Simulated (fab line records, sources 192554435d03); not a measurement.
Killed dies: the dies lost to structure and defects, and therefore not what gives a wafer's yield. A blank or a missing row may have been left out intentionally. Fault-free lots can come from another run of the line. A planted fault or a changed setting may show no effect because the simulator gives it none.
A struck lot beside a sound one ; flow n5 finfet ; 36 steps out of a route of 1938
Sound: these wafers, L863.1, L863.3, L863.5. Struck: wafer L854.3. (L854.2 of the same lot was not struck and is left out.) The cause comes at the end.
For every step that has rows: the tool of each side, followed by ch and its chambers, followed by its first start. Under that, the readings that differ: sound wafers ; struck wafers ; difference of the means ; sigmas: that difference in standard deviations of wafers without a fault.
alike: same words and numbers on both sides, and readings whose means sit less than 2 such deviations apart. not compared: any withheld reading, any reading some wafer has no value for, any bound like >300 that may hide the same value, and any number with overlapping values for which the record gives no deviation.
A row with sigmas, a row that says differs or no value, or rows on one side alone: a step with any of these is where the two part. When numbers do not overlap yet have no deviation, they are printed without sigmas and do not part them. Lack of a reading on every wafer of one side parts them only where that side has two or more wafers.

first, 8 steps without rows for these wafers: N5_MOL_CONTACT_COAG_PRE_CLEAN_121; N5_MOL_CONTACT_COAG_CVD_140 (deposits W, target thk 66.5 nm, time 215 s); N5_MOL_CONTACT_COAG_PRECLEAN_127 (cleans in DIW, time 57.5 s); N5_MOL_CONTACT_COAG_SRD_128 (dry time 32 s); N5_MOL_CONTACT_COAG_CMP_52 (polishes, stops on SiO2, t overpolish 1.5 s, target thk 66.5 nm); N5_MOL_CONTACT_COAG_ANNEAL_112 (time 1800 s); N5_BEOL_M0_SAQP_PECVD_00 (deposits SiCN from 3MS/NH3, target thk 8 nm, time 14 s); N5_BEOL_M0_SAQP_ILD_DEP_01 (deposits SiOC from DEMS/O2, target thk 45.419 nm, time 8.7 s).
N5_BEOL_M0_SAQP_HM_DEP_02: deposits TiN, target thk 12 nm.
  sound: pvd sputter-03 at day 11 08:15; struck: pvd sputter-02 at day 9 02:28
reading;sound;struck;difference;sigmas
model.TiN_of_BEOL_M0_SAQP_HM_DEP_02.thk nm (nm);12 11.8 11.8;9;-3;
  alike: throttle valve pct
then, 25 steps without rows for these wafers: N5_BEOL_M0_SAQP_PECVD_03 (deposits SiCN from 3MS/NH3, target thk 12 nm, time 21.1 s); N5_BEOL_M0_SAQP_PECVD_96 (deposits a-Si from SiH4/He, target thk 45 nm, time 45.2 s); N5_BEOL_M0_SAQP_PECVD_97 (deposits SiNx from SiH4/NH3/N2, target thk 23 nm, time 19.9 s); N5_BEOL_M0_SAQP_PECVD_04 (deposits a-Si from SiH4/He, target thk 60 nm, time 60.2 s); N5_BEOL_M0_SAQP_HM_DEP_111 (deposits SiO2 from SiH4/N2O, target thk 12 nm, time 7.2 s); N5_BEOL_M0_SAQP_COAT_81 (time 60 s, resist thk 100 nm); N5_BEOL_M0_SAQP_COAT_82 (time 60 s, resist thk 30 nm); N5_BEOL_M0_SAQP_COAT_08 (resist thk 90 nm); N5_BEOL_M0_SAQP_EBR_10; N5_BEOL_M0_SAQP_SOFTBAKE_09 (time 60 s); N5_BEOL_M0_SAQP_EXPOSE_11 (exposes mask M0 CORE, target cd 42 nm); N5_BEOL_M0_SAQP_PEB_12 (peb time 60 s); N5_BEOL_M0_SAQP_DEVELOP_13 (develop time 30 s); N5_BEOL_M0_SAQP_DESCUM_19 (chemistry O2, time 7.9 s); N5_BEOL_M0_SAQP_ETCH_83 (etches SiARC in CF4, target depth 39 nm, time 65 s); N5_BEOL_M0_SAQP_ETCH_84 (etches SOC in N2/H2, target depth 100 nm, overetch 20 nm, time 150 s); N5_BEOL_M0_SAQP_STRIP_80 (strips in N2/H2); N5_BEOL_M0_SAQP_HM_OPEN_112 (chemistry CHF3/O2, target SiO2, stops on a-Si, target depth 12 nm, time 13.5 s); N5_BEOL_M0_SAQP_STRIP_113 (strips in CHF3/O2); N5_BEOL_M0_SAQP_MANDREL_ETCH_20 (etches a-Si in HBr/Cl2, stops on SiNx, target depth 60 nm, bt time 10 s, time 30 s); N5_BEOL_M0_SAQP_STRIP_86 (strips in N2/H2); N5_BEOL_M0_SAQP_STRIP_115 (strips in post etch residue remover, time 60 s); N5_BEOL_M0_SAQP_SRD_93 (time 30 s); N5_BEOL_M0_SAQP_RECESS_114 (chemistry HF/NH3, target SiO2, target depth 14.4 nm, afs cycles 3, sublimation time 60 s); N5_BEOL_M0_SAQP_SPACER1_ALD_98 (deposits SiO2, target thk 12.8 nm, pulse time 1 s, purge time 2 s).
N5_BEOL_M0_TRENCH_ETCH_107: etches SiOC in C4F6/O2, target depth 32.8 nm, time 16.4 s.
  sound on rie diel-05 ch 0,1, day 11 15:42; struck on rie diel-05 ch 1, day 9 12:07
reading;sound;struck;difference;sigmas
model.TiN_of_BEOL_M0_SAQP_HM_DEP_02.thk nm (nm);9.6 9.2 9.2;6.6;-2.7;
  alike: drypump motor current A, oes product au, rf vpp V, showerhead plenum p Torr, throttle valve pct
  not compared: rf hours counter h
-- here the record skips 4 days between the struck wafers' starts before and after, leaving off in module BEOL_M0 and picking up in module BEOL_M4 (first step shown: number 1111 of the route) --
N5_BEOL_M4_RC_MEAS_101:
  sound on prober-02 ch 0, day 14 08:19; struck on prober-01 ch 0, day 13 06:39
  alike: DIBL_N, DIBL_P, IOFF_N, IOFF_P, ION_N, ION_P, SS_N, SS_P, VT_N, VT_P

WHERE THEY PART
Nowhere in this record.

WHY: what the simulator had put in
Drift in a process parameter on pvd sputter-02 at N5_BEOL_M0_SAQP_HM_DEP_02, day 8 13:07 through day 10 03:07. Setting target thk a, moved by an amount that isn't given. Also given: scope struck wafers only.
